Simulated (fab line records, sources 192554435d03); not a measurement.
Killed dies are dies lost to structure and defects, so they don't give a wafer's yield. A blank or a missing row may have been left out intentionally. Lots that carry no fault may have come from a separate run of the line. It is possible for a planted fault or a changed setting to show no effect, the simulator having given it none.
fab line records	flow n5Finfet
record: lots: 7	wafers: 20	lastDay: 19
route steps=1938 shown BEOL_M6@1219 PASSIVATION@1936
lots that met no fault: from a run of the same line without faults
startH: the number of hours between the record's first day and the start of the first shown wafer of the lot	waitH: hours from the lot's prior step to this one	" the same as in the row above	L1.1+2: one row covering several wafers at once	- value missing, or start not given	* or withheld: withheld	< > ~ a bound
route shown NAME@n: NAME is a module with steps in the file, n the number in the route of the first one	usual: mean/standard deviation taken from wafers without a fault	same: alike in all rows	chamber/n: place in a boat	sites: each site's reading	_std_site: standard deviation of those values	_edge_site: the outer-site mean with the inner-site mean subtracted	radiusMm: for every site, how far away it sits from the centre of the wafer	mask NAME#n: copy n	behind: the last tool/chamber to shape the wafer	hold: what put the lot on hold/how long, in hours/how the hold closed	device: the n, p or np transistor that did not switch	end of line: the route-end tests of the same wafers	a step given without rows: its recipe and nothing more	killed: dies lost to structure and defects at the first sort, not the wafer's yield	map: dies across one wafer; x = killed, . = not, _ = none there
set.NAME: setting as actually run; set.NAME@STEP: the setting as run at that earlier step	model.NAME: the simulator's own value behind a step, which no gauge read
lots at some steps of the route; a table a step, a row a wafer
services: a tool's chamber out of use, with start hour (startH, from the record's first day; less than 0 if before it), hours out, and reason
== steps ==
step: N5_BEOL_M6_COAT_64
recipe: resist: SiARC	tempC: 220	timeS: 60	spinRpm: 1500	resistThkNm: 12
step: N5_BEOL_M6_COAT_71
recipe: resist: underlayer	tempC: 205	timeS: 60	spinRpm: 1500	resistThkNm: 5
step: N5_BEOL_M6_COAT_22
recipe: resist: CAR-EUV	spinRpm: 1500	resistThkNm: 30
step: N5_BEOL_M6_EBR_24
recipe: solvent: PGMEA	ebrWidthMm: 1.5
step: N5_BEOL_M6_SOFTBAKE_23
recipe: tempC: 110	timeS: 60	resist: CAR-EUV
step: N5_BEOL_M6_EXPOSE_25
recipe: maskId: V5	na: 0.33	sourceShape: annular	sigmaInner: 0.4	sigmaOuter: 0.8	polarization: unpolarized	targetCdNm: 40	doseMj: 45
step: N5_BEOL_M6_PEB_26
recipe: pebTempC: 100	pebTimeS: 60	resist: CAR-EUV
step: N5_BEOL_M6_DEVELOP_27
recipe: developTimeS: 30	developer: TMAH	resist: CAR-EUV	rinseLiquid: surfactantRinse	dry: airSpin	devTempC: 23
step: N5_BEOL_M6_CD_MEAS_28
recipe: targetCdNm: 40	landingEnergyEv: 500	detector: seInlens
usual: cdNm: 40.03/0.23
lot.wafer	tool	chamber	startH	waitH	cdNm
L761.2	cdSem-01	0	209.18	-	40.00
L761.3	"	0	"	"	40.29
L761.5	"	0	"	"	40.51
L767.1	cdSem-03	0	280.36	-	40.35
L767.3	"	0	"	"	40.57
L767.6	"	0	"	"	40.40
L768.3	cdSem-02	0	287.06	-	40.13
L768.4	"	0	"	"	40.13
L768.5	"	0	"	"	40.10
L769.5	cdSem-01	0	294.92	-	39.88
L769.6	"	0	"	"	39.57
L772.2	cdSem-03	0	316.60	-	39.68
L772.3	"	0	"	"	39.77
L772.5	"	0	"	"	40.13
L773.1	cdSem-01	0	321.19	-	39.85
L773.3	"	0	"	"	40.05
L773.6	"	0	"	"	40.06
L782.1	cdSem-03	0	364.56	-	39.85
L782.3	"	0	"	"	39.74
L782.4	"	0	"	"	39.88
step: N5_BEOL_M6_OVL_MEAS_29
recipe: pointsPerWafer: 522
usual: V5_OVL: 0.3/0.8
lot.wafer	tool	chamber	startH	waitH	V5_OVL[nm]
L761.2	overlay-01	0	209.21	0.0	-0.8
L761.3	"	0	"	"	0.9
L761.5	"	0	"	"	1.5
L767.1	overlay-01	0	280.39	0.0	1.1
L767.3	"	0	"	"	0.6
L767.6	"	0	"	"	0.9
L768.3	overlay-01	0	287.10	0.0	0.7
L768.4	"	0	"	"	-0.2
L768.5	"	0	"	"	0.9
L769.5	overlay-02	0	294.97	0.0	0.7
L769.6	"	0	"	"	-1.4
L772.2	overlay-02	0	316.64	0.0	1.2
L772.3	"	0	"	"	0.4
L772.5	"	0	"	"	1.6
L773.1	overlay-02	0	321.24	0.1	0.1
L773.3	"	0	"	"	0.7
L773.6	"	0	"	"	0.5
L782.1	overlay-01	0	364.60	0.0	0.0
L782.3	"	0	"	"	-0.3
L782.4	"	0	"	"	-0.5
step: N5_BEOL_M6_INSPECT_30
recipe: mode: adi	inspectInstrument: brightfield
usual: rawDefectCount: 418/90
lot.wafer	tool	chamber	startH	waitH	rawDefectCount
L761.2	defectInspect-01	-	209.26	0.0	399
L761.3	"	-	"	"	420
L761.5	"	-	"	"	569
L767.1	defectInspect-01	-	280.45	0.1	325
L767.3	"	-	"	"	293
L767.6	"	-	"	"	335
L768.3	defectInspect-02	-	287.15	0.0	508
L768.4	"	-	"	"	522
L768.5	"	-	"	"	386
L769.5	defectInspect-02	-	295.00	0.0	447
L769.6	"	-	"	"	496
L772.2	defectInspect-01	-	316.69	0.0	280
L772.3	"	-	"	"	386
L772.5	"	-	"	"	396
L773.1	defectInspect-02	-	321.30	0.1	602
L773.3	"	-	"	"	422
L773.6	"	-	"	"	500
L782.1	defectInspect-02	-	364.65	0.1	455
L782.3	"	-	"	"	348
L782.4	"	-	"	"	345
step: N5_BEOL_M6_DESCUM_33
recipe: chemistry: O2	timeS: 7	sourcePowerW: 50	biasPowerW: 20	pressureMtorr: 20	rfFrequencyHz: 2.712e+07	tempC: 40	resist: CAR-EUV	o2FlowSccm: 225
usual: drypumpMotorCurrentA: 5.9/0.47	oesProductAu: 0.80/0.067	rfVppV: 242.6/1.3	showerheadPlenumPTorr: 2.07/0.069	throttleValvePct: 20.38/0.2
lot.wafer	tool	chamber	startH	waitH	drypumpMotorCurrentA	oesProductAu	rfHoursCounterH	rfVppV	showerheadPlenumPTorr	throttleValvePct
L761.2	rieDiel-01	2	209.30	0.0	5.4	0.70	213	244.3	2.15	20.45
L761.3	"	1	"	"	6.4	0.84	59	243.1	2.04	20.09
L761.5	"	3	"	"	5.2	0.74	-	239.9	1.91	20.25
L767.1	rieDiel-03	3	280.71	0.3	5.6	0.95	9	243.7	2.15	20.60
L767.3	"	0	"	"	6.0	0.80	102	241.3	2.01	20.43
L767.6	"	3	"	"	5.6	0.94	-	242.9	2.15	20.60
L768.3	rieDiel-05	0	287.18	0.0	5.4	0.81	83	244.1	2.09	20.22
L768.4	"	1	"	"	6.2	0.88	45	242.7	2.04	20.23
L768.5	"	2	"	"	5.6	0.73	-	244.2	2.17	20.65
L769.5	rieDiel-05	3	295.05	0.0	5.5	0.86	-	242.0	2.05	20.08
L769.6	"	0	"	"	5.3	0.81	-	242.8	2.09	20.22
L772.2	rieDiel-05	3	316.72	0.0	5.6	0.85	42	241.5	2.04	20.09
L772.3	"	0	"	"	5.4	0.80	90	244.1	2.09	20.23
L772.5	"	1	"	"	6.2	0.87	-	241.1	2.04	20.26
L773.1	rieDiel-01	2	321.33	0.0	5.4	0.68	246	245.3	2.14	20.52
L773.3	"	3	"	"	5.2	0.72	206	239.6	1.90	20.28
L773.6	"	2	"	"	5.4	0.68	-	244.2	2.14	20.52
L782.1	rieDiel-03	1	364.78	0.1	6.5	0.78	91	242.6	2.11	20.25
L782.3	"	3	"	"	5.6	0.90	28	242.4	2.14	20.64
L782.4	"	0	"	"	6.0	0.77	121	242.6	2.00	20.46
step: N5_BEOL_M6_ETCH_72
recipe: chemistry: N2/H2	target: underlayer	targetDepthA: 65	maskMaterial: CAR-EUV	timeS: 5.2	ionEnergyEv: 200	pressureMtorr: 30	sourceW: 840	biasW: 150	n2FlowSccm: 200	h2FlowSccm: 200	ends: cleared
usual: biasW: 150.0/0.53	chamberPressureMTorr: 30.01/0.043	drypumpMotorCurrentA: 5.9/0.47	etchRfOnTimeS: 5.18/0.11	oesProductAu: 0.68/0.055	rfVppV: 522.9/2.8	showerheadPlenumPTorr: 2.51/0.087	throttleValvePct: 17.81/0.22
lot.wafer	tool	chamber	startH	waitH	biasW	chamberPressureMTorr	drypumpMotorCurrentA	etchRfOnTimeS	oesProductAu	rfHoursCounterH	rfVppV	showerheadPlenumPTorr	throttleValvePct
L761.2	rieDiel-01	2	209.33	0.0	150.1	29.99	5.4	5.25	0.60	213	525.9	2.62	17.96
L761.3	"	1	"	"	149.7	29.98	6.4	5.11	0.71	59	521.2	2.49	17.62
L761.5	"	3	"	"	150.2	29.95	5.2	5.25	0.64	-	519.0	2.31	17.53
L767.1	rieDiel-03	3	280.74	0.0	-	-	-	-	-	-	-	-	-
L767.3	"	0	"	"	-	-	-	-	-	-	-	-	-
L767.6	"	3	"	"	-	-	-	-	-	-	-	-	-
L768.3	rieDiel-05	0	287.22	0.0	-	-	-	-	-	-	-	-	-
L768.4	"	1	"	"	-	-	-	-	-	-	-	-	-
L768.5	"	2	"	"	-	-	-	-	-	-	-	-	-
L769.5	rieDiel-05	3	295.08	0.0	-	-	-	-	-	-	-	-	-
L769.6	"	0	"	"	-	-	-	-	-	-	-	-	-
L772.2	rieDiel-05	3	316.76	0.0	149.4	29.98	5.5	5.24	0.74	42	522.4	2.47	17.38
L772.3	"	0	"	"	150.2	29.96	5.4	5.25	0.67	90	523.5	2.56	17.76
L772.5	"	1	"	"	149.3	30.05	6.2	5.26	0.73	-	523.5	2.46	17.62
L773.1	rieDiel-01	2	321.37	0.0	150.0	29.96	5.4	5.26	0.59	246	529.2	2.61	18.05
L773.3	"	3	"	"	150.5	30.03	5.1	5.17	0.62	206	515.5	2.30	17.57
L773.6	"	2	"	"	150.4	30.03	5.4	5.26	0.59	-	527.5	2.61	18.03
L782.1	rieDiel-03	1	364.82	0.0	149.5	29.94	6.5	5.30	0.69	91	522.3	2.57	17.68
L782.3	"	3	"	"	149.0	30.01	5.6	5.22	0.77	28	527.1	2.60	18.05
L782.4	"	0	"	"	149.5	29.95	6.0	5.23	0.66	121	520.9	2.45	18.12
step: N5_BEOL_M6_ETCH_65
recipe: chemistry: CF4	target: SiARC	targetDepthA: 156	maskMaterial: CAR-EUV	timeS: 26	ionEnergyEv: 80	pressureMtorr: 40	sourceW: 545	biasW: 36	Ar_flow_sccm: 100	cf4FlowSccm: 100	ends: cleared
usual: biasW: 35.99/0.12	cf4FlowSccm: 100.0/0.31	drypumpMotorCurrentA: 5.9/0.48	etchRfOnTimeS: 25.9/0.65	oesProductAu: 0.68/0.055	rfVppV: 183.8/1.2	showerheadPlenumPTorr: 2.12/0.07	throttleValvePct: 15.61/0.2
lot.wafer	tool	chamber	startH	waitH	biasW	cf4FlowSccm	drypumpMotorCurrentA	etchRfOnTimeS	oesProductAu	rfHoursCounterH	rfVppV	showerheadPlenumPTorr	throttleValvePct
L761.2	rieDiel-01	2	209.35	0.0	35.84	100.2	5.4	26.9	0.59	213	185.0	2.20	15.77
L761.3	"	1	"	"	36.00	100.6	6.4	25.5	0.71	59	182.9	2.09	15.26
L761.5	"	3	"	"	36.00	99.8	5.1	26.3	0.64	-	182.1	1.96	15.46
L767.1	rieDiel-03	3	280.76	0.0	35.99	100.3	5.6	25.9	0.81	9	184.9	2.19	15.70
L767.3	"	0	"	"	36.00	99.7	6.0	26.3	0.67	102	183.2	2.08	15.70
L767.6	"	3	"	"	35.72	100.6	5.6	26.0	0.80	-	184.4	2.19	15.71
L768.3	rieDiel-05	0	287.23	0.0	36.06	100.2	5.4	26.2	0.69	83	182.9	2.18	15.60
L768.4	"	1	"	"	35.88	100.5	6.2	26.0	0.74	45	181.2	2.10	15.47
L768.5	"	2	"	"	36.10	100.0	5.6	24.8	0.63	-	184.8	2.21	15.87
L769.5	rieDiel-05	3	295.10	0.0	35.99	99.9	5.6	25.9	0.75	-	184.1	2.10	15.27
L769.6	"	0	"	"	36.14	100.1	5.3	26.2	0.69	-	184.6	2.18	15.59
L772.2	rieDiel-05	3	316.77	0.0	35.87	99.8	5.6	25.6	0.74	42	184.2	2.10	15.30
L772.3	"	0	"	"	36.02	100.0	5.4	26.4	0.69	90	183.0	2.18	15.60
L772.5	"	1	"	"	35.89	100.5	6.1	26.1	0.73	-	183.2	2.09	15.48
L773.1	rieDiel-01	2	321.39	0.0	36.01	100.0	5.5	26.3	0.58	246	184.4	2.19	15.82
L773.3	"	3	"	"	36.10	100.0	5.1	26.1	0.62	206	181.1	1.95	15.53
L773.6	"	2	"	"	36.02	99.9	5.4	26.4	0.58	-	184.2	2.19	15.84
L782.1	rieDiel-03	1	364.83	0.0	36.00	99.9	6.5	26.7	0.67	91	184.5	2.16	15.46
L782.3	"	3	"	"	35.96	100.0	5.6	26.4	0.76	28	184.9	2.19	15.76
L782.4	"	0	"	"	36.03	100.3	6.0	26.5	0.66	121	181.5	2.07	15.73
step: N5_PASSIVATION_PROBE_49
usual: defectLimitedYield: 90.9/1.4	killed_at_M0_to_M3: 38/11	killed_at_M4_up: 13/5.9	killedAtContacts: 14/6.4	killedAtFrontEnd: 38/11	killedAtOther: 3.3/2.5	killedDies: 107/16	killedOpen: 70/12	killedShort: 35/7.7	sort_bin_5_function: 5.3/0.94	sort_bin_6_memory: 3.5/0.7	sortNPass: 1073/16	sortYieldPct: 90.9/1.4
same: grossDies: 1180	killedAtBackSide: 0	sort_bin_4_leakage[%]: 0	sort_bin_8_speed[%]: 0
lot.wafer	tool	chamber	startH	waitH	defectLimitedYield[%]	killed_at_M0_to_M3	killed_at_M4_up	killedAtContacts	killedAtFrontEnd	killedAtOther	killedDies	killedOpen	killedShort	sort_bin_5_function[%]	sort_bin_6_memory[%]	sortNPass	sortYieldPct[%]
L761.2	prober-01	-	290.97	0.1	91.5	35	11	20	31	3	100	68	32	5.4	3.0	1080	91.5
L761.3	prober-01	-	291.02	0.1	88.4	48	20	14	49	6	137	95	40	7.3	4.0	1043	88.4
L761.5	prober-01	-	291.12	0.2	90.3	40	11	24	39	1	115	80	35	6.1	3.6	1065	90.3
L769.5	prober-01	-	395.32	0.2	91.2	44	14	11	34	1	104	70	33	5.0	3.6	1076	91.2
L769.6	prober-01	-	395.37	0.3	90.0	40	12	23	37	6	118	75	41	6.4	3.2	1062	90.0
L772.2	prober-01	-	407.08	0.1	90.6	50	19	22	20	0	111	70	39	5.8	3.1	1069	90.6
L772.3	prober-01	-	407.13	0.1	90.5	39	25	18	29	1	112	79	33	5.6	3.7	1068	90.5
L772.5	prober-01	-	407.23	0.2	90.2	36	15	14	45	6	116	67	47	6.4	2.8	1064	90.2
L773.1	prober-01	-	414.23	0.0	90.1	42	14	5	48	8	117	67	44	6.0	3.5	1063	90.1
L773.3	prober-01	-	414.33	0.1	92.0	19	10	16	44	5	94	62	27	4.1	3.6	1086	92.0
L773.6	prober-01	-	414.48	0.3	89.6	48	15	18	42	0	123	83	36	6.4	3.6	1057	89.6
L782.1	prober-02	-	461.94	0.0	90.8	44	4	12	47	2	109	71	37	4.9	3.9	1071	90.8
L782.3	prober-02	-	462.04	0.1	94.5	29	5	8	19	4	65	39	26	3.4	1.9	1115	94.5
L782.4	prober-02	-	462.09	0.2	93.6	26	10	6	27	7	76	46	27	3.5	2.6	1104	93.6
killed by level:class
L761.2 MOL_CONTACT_COAG:geometricParticle:open=19 BEOL_M3:geometricParticle:open=9 FIN_SAQP:geometricParticle:short=7 BEOL_M2:geometricParticle:open=7 BEOL_M0_SAQP:geometricParticle:open=6 FIN_SAQP:geometricParticle:open=5 GATE_CUT:geometricParticle:short=4 BEOL_M1:geometricParticle:open=4
L761.3 BEOL_M3:geometricParticle:open=15 BEOL_M0_SAQP:geometricParticle:open=15 MOL_CONTACT_COAG:geometricParticle:open=13 BEOL_M4:geometricParticle:open=9 GATE_CUT:geometricParticle:short=9 FIN_SAQP:geometricParticle:open=7 BEOL_M0_SAQP:geometricParticle:short=7 BEOL_M2:geometricParticle:open=6
L761.5 MOL_CONTACT_COAG:geometricParticle:open=17 FIN_SAQP:geometricParticle:open=9 BEOL_M0_SAQP:geometricParticle:open=9 BEOL_M3:geometricParticle:open=8 MOL_CONTACT_COAG:geometricParticle:short=7 BEOL_M0_SAQP:geometricParticle:short=7 BEOL_M2:geometricParticle:open=6 FIN_SAQP:geometricParticle:short=5
L769.5 BEOL_M3:geometricParticle:open=9 MOL_CONTACT_COAG:geometricParticle:open=9 BEOL_M2:geometricParticle:open=9 BEOL_M0_SAQP:geometricParticle:open=8 FIN_SAQP:geometricParticle:open=7 BEOL_M3:geometricParticle:short=7 GATE_CUT:geometricParticle:short=6 STI_FIN_REVEAL:geometricParticle:open=5
L769.6 MOL_CONTACT_COAG:geometricParticle:open=16 BEOL_M2:geometricParticle:open=12 BEOL_M3:geometricParticle:open=8 MOL_CONTACT_COAG:geometricParticle:short=7 BEOL_M0_SAQP:geometricParticle:open=6 BEOL_M0_SAQP:geometricParticle:short=5 STI_FIN_REVEAL:geometricParticle:open=4 DUMMY_GATE:geometricParticle:short=4
L772.2 MOL_CONTACT_COAG:geometricParticle:open=20 BEOL_M0_SAQP:geometricParticle:short=12 BEOL_M1:geometricParticle:open=9 BEOL_M2:geometricParticle:open=9 BEOL_M4:geometricParticle:open=9 BEOL_M3:geometricParticle:short=7 BEOL_M3:geometricParticle:open=5 DUMMY_GATE:geometricParticle:short=3
L772.3 MOL_CONTACT_COAG:geometricParticle:open=14 BEOL_M4:geometricParticle:open=14 FIN_SAQP:geometricParticle:open=9 BEOL_M2:geometricParticle:open=9 BEOL_M3:geometricParticle:open=7 BEOL_M0_SAQP:geometricParticle:short=5 FIN_SAQP:geometricParticle:short=4 MOL_CONTACT_COAG:geometricParticle:short=4
L772.5 BEOL_M3:geometricParticle:open=13 MOL_CONTACT_COAG:geometricParticle:open=11 BEOL_M4:geometricParticle:open=11 FIN_SAQP:geometricParticle:short=8 GATE_CUT:geometricParticle:short=7 FIN_SAQP:geometricParticle:open=5 BEOL_M3:geometricParticle:short=5 DUMMY_GATE:geometricParticle:open=4
L773.1 BEOL_M0_SAQP:geometricParticle:open=14 BEOL_M0_SAQP:geometricParticle:short=13 STI_FIN_REVEAL:geometricParticle:open=11 FIN_SAQP:geometricParticle:open=8 BEOL_M2:geometricParticle:open=6 GATE_CUT:geometricParticle:short=6 DUMMY_GATE:geometricParticle:open=5 BEOL_M5:geometricParticle:short=4
L773.3 MOL_CONTACT_COAG:geometricParticle:open=14 FIN_SAQP:geometricParticle:open=11 DUMMY_GATE:geometricParticle:open=6 STI_FIN_REVEAL:geometricParticle:open=5 BEOL_M0_SAQP:geometricParticle:short=5 BEOL_M0_SAQP:geometricParticle:open=5 STARTING-WAFER:geometricParticle:open=5 FIN_SAQP:geometricParticle:short=3
L773.6 MOL_CONTACT_COAG:geometricParticle:open=16 BEOL_M0_SAQP:geometricParticle:open=13 BEOL_M0_SAQP:geometricParticle:short=11 DUMMY_GATE:geometricParticle:open=9 FIN_SAQP:geometricParticle:short=8 FIN_SAQP:geometricParticle:open=7 BEOL_M1:geometricParticle:open=7 BEOL_M3:geometricParticle:open=6
L782.1 STI_FIN_REVEAL:geometricParticle:open=19 MOL_CONTACT_COAG:geometricParticle:open=12 BEOL_M3:geometricParticle:open=10 BEOL_M2:geometricParticle:open=7 BEOL_M3:geometricParticle:short=7 STI_FIN_REVEAL:geometricParticle:short=6 BEOL_M0_SAQP:geometricParticle:short=6 FIN_SAQP:geometricParticle:short=3
L782.3 BEOL_M2:geometricParticle:open=8 BEOL_M3:geometricParticle:open=6 STI_FIN_REVEAL:geometricParticle:open=5 MOL_CONTACT_COAG:geometricParticle:open=5 BEOL_M0_SAQP:geometricParticle:short=5 FIN_SAQP:geometricParticle:short=4 BEOL_M2:geometricParticle:short=4 FIN_SAQP:geometricParticle:open=3
L782.4 FIN_SAQP:geometricParticle:open=5 BEOL_M3:geometricParticle:short=5 DUMMY_GATE:geometricParticle:open=4 MOL_CONTACT_COAG:geometricParticle:open=4 BEOL_M0_SAQP:geometricParticle:open=4 BEOL_M0_SAQP:geometricParticle:short=4 BEOL_M3:geometricParticle:open=4 BEOL_M4:geometricParticle:open=4
== services ==
tool	chamber	startH	hours	kind
rieDiel-03	3	227.88	-	clean
rieDiel-03	3	227.88	-	consumableReplace:focusRing
rieDiel-03	3	227.88	18.7	scheduledDown
rieDiel-03	3	227.88	18.7	ventCycle
rieDiel-05	2	229.83	7.1	repair
rieDiel-03	-	322.81	14.6	pm
rieDiel-01	2	329.64	-	clean
rieDiel-01	2	329.64	-	consumableReplace:focusRing
rieDiel-01	2	329.64	14.3	scheduledDown
rieDiel-01	2	329.64	14.3	ventCycle
rieDiel-01	1	341.15	22.0	repair
rieDiel-05	2	349.12	1.4	repair
== key ==
firstSign: step: N5_BEOL_M6_ETCH_72	reading: toolRecord	direction: missing
effect none on later readings
metAt N5_BEOL_M6_ETCH_72
struckWafers L767.1,L767.3,L767.6,L768.3,L768.4,L768.5,L769.5,L769.6
rowsEnd L767.1,L767.3,L767.6,L768.3,L768.4,L768.5
fault: kind: skippedStepWhole	tool: rieDiel-03,rieDiel-05	chamber: -	onsetH: 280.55	steps: N5_BEOL_M6_ETCH_72	scope: struckLotsOnly
rowsEnd: these wafers met a further fault down the route, and their rows from its step on are left out
